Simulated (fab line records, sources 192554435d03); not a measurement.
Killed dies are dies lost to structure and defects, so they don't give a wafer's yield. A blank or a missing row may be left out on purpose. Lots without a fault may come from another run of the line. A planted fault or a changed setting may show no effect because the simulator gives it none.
Chamber matching | flow n5_finfet | N5_BEOL_M11_CURE_71 on uv_cure-03: 3 sister chambers
The step cures SiCOH lowk, time 240 s. 22 wafers are shown with their chamber, then 11 later ones without.

WAFERS WITH THEIR CHAMBER
wafer  | chamber | wafer_temp_C_max | lamp_power_pct (%)
L074.3 | 0       | 386.4            | 52.33
L074.5 | 0       | 386.4            | 52.40
L074.6 | 0       | 386.1            | 52.33
L075.2 | 1       | 389.3            | 52.29
L075.5 | 1       | 388.6            | 52.21
L075.6 | 1       | 388.1            | 52.33
L078.3 | 1       | 387.5            | 52.35
L078.4 | 1       | 387.6            | 52.37
L078.6 | 1       | 387.4            | 52.32
L080.1 | 2       | 387.5            | 52.27
L080.2 | 2       | 387.1            | 52.27
L080.3 | 2       | 387.5            | 52.43
L083.1 | 1       | 387.5            | 52.32
L083.3 | 1       | 387.9            | 52.25
L083.6 | 1       | 387.8            | 52.33
L085.4 | 1       | 387.6            | 52.31
L085.5 | 1       | 388.8            | 52.27
L085.6 | 1       | 387.1            | 52.33
L089.1 | 2       | 387.0            | 52.32
L089.3 | 2       | 386.8            | 52.31
L089.4 | 2       | 387.2            | 52.36
L093.1 | 0       | 386.4            | 52.31

SIGNATURES (means of the wafers above)
reading          | chamber 0 | chamber 1 | chamber 2 | scatter within a chamber
wafer_temp_C_max | 386.325   | 387.933   | 387.183   | 0.52
lamp_power_pct   | 52.3425   | 52.3067   | 52.3267   | 0.0488
Rule: a wafer's distance from a chamber is the root of the sum, over the readings, of the square of ((its reading less the chamber's mean) divided by the reading's scatter). The wafer belongs to the nearest chamber; if the next one is less than 2 further off, it can't be placed. The scatter: the root of (the sum of the squares of (reading less its chamber's mean) over the shown wafers, divided by (wafers less chambers)).

WAFERS WITHOUT THEIR CHAMBER
wafer  | wafer_temp_C_max | lamp_power_pct (%)
L093.4 | 386.3            | 52.34
L093.6 | 386.4            | 52.28
L094.1 | 388.5            | 52.26
L094.2 | 387.0            | 52.40
L094.3 | 387.9            | 52.24
L096.2 | 387.6            | 52.40
L096.3 | 387.3            | 52.35
L096.5 | 387.6            | 52.28
L097.2 | 387.0            | 52.34
L097.4 | 386.8            | 52.27
L097.5 | 386.3            | 52.29

WHICH CHAMBER EACH WENT THROUGH
wafer  | from the rows above          | in truth
L093.4 | can't be placed: 0 or 2      | 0
L093.6 | can't be placed: 0 or 2 or 1 | 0
L094.1 | can't be placed: 1 or 2      | 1
L094.2 | can't be placed: 2 or 0 or 1 | 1
L094.3 | can't be placed: 1 or 2      | 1
L096.2 | can't be placed: 2 or 1 or 0 | 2
L096.3 | can't be placed: 2 or 1 or 0 | 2
L096.5 | can't be placed: 1 or 2 or 0 | 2
L097.2 | can't be placed: 2 or 0 or 1 | 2
L097.4 | can't be placed: 2 or 0 or 1 | 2
L097.5 | can't be placed: 0 or 2      | 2
Placed correctly: 0 of 11. Can't be placed from these rows: 11 (the true chamber is among the candidates in 11). Placed wrongly: 0.
